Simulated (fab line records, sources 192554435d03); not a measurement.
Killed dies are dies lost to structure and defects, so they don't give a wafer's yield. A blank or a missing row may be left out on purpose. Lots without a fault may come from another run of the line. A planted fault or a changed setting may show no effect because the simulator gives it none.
Which tool did it? | flow n5_finfet | 12 lots, 36 wafers sampled, at 1 step of a route of 1938

WHAT THE GAUGES READ, wafer by wafer
N5_WELL_APT_INSPECT_38: inspects for defects (darkfield).
lot  | measured    | on                | raw_defect_count
L075 | day 1 23:02 | defect_inspect-02 | 18 21 18
L077 | day 2 11:01 | defect_inspect-02 | 13 14 20
L079 | day 2 23:21 | defect_inspect-02 | 8 20 10
L081 | day 3 10:50 | defect_inspect-01 | 6 6 7
L083 | day 3 23:05 | defect_inspect-02 | 13 17 18
L085 | day 4 11:44 | defect_inspect-02 | 19 23 14
L087 | day 4 23:31 | defect_inspect-01 | 10 11 10
L089 | day 5 11:10 | defect_inspect-02 | 13 17 10
L091 | day 5 23:18 | defect_inspect-02 | 14 14 7
L093 | day 6 11:46 | defect_inspect-02 | 6 10 3
L095 | day 6 22:44 | defect_inspect-01 | 8 12 9
L097 | day 7 10:55 | defect_inspect-02 | 14 19 10

WHICH TOOL RAN EACH LOT (tool, then ch and the chambers of the sampled wafers, then the start)
The record holds no process step before these readings.

THE ANSWER, worked out from the rows above alone
Rule: what is usual is taken from the lots themselves. Put in order of their means at a reading, lots are off if they are a third of the lots or fewer, leave a main group of 4 or more, and stand apart from it by a gap of 3 or more times the standard deviation of the main group's means; of several such gaps the widest counts. A main group whose means are all the same, to the digits that the tables above print for the reading, isn't used. A lot without any number at a reading at which 4 lots or more have one is off too. The other lots that the step has rows for count as sound.
No lot is off at any reading shown: from this, nothing can be told.

WHAT THE SIMULATOR HAD PUT IN
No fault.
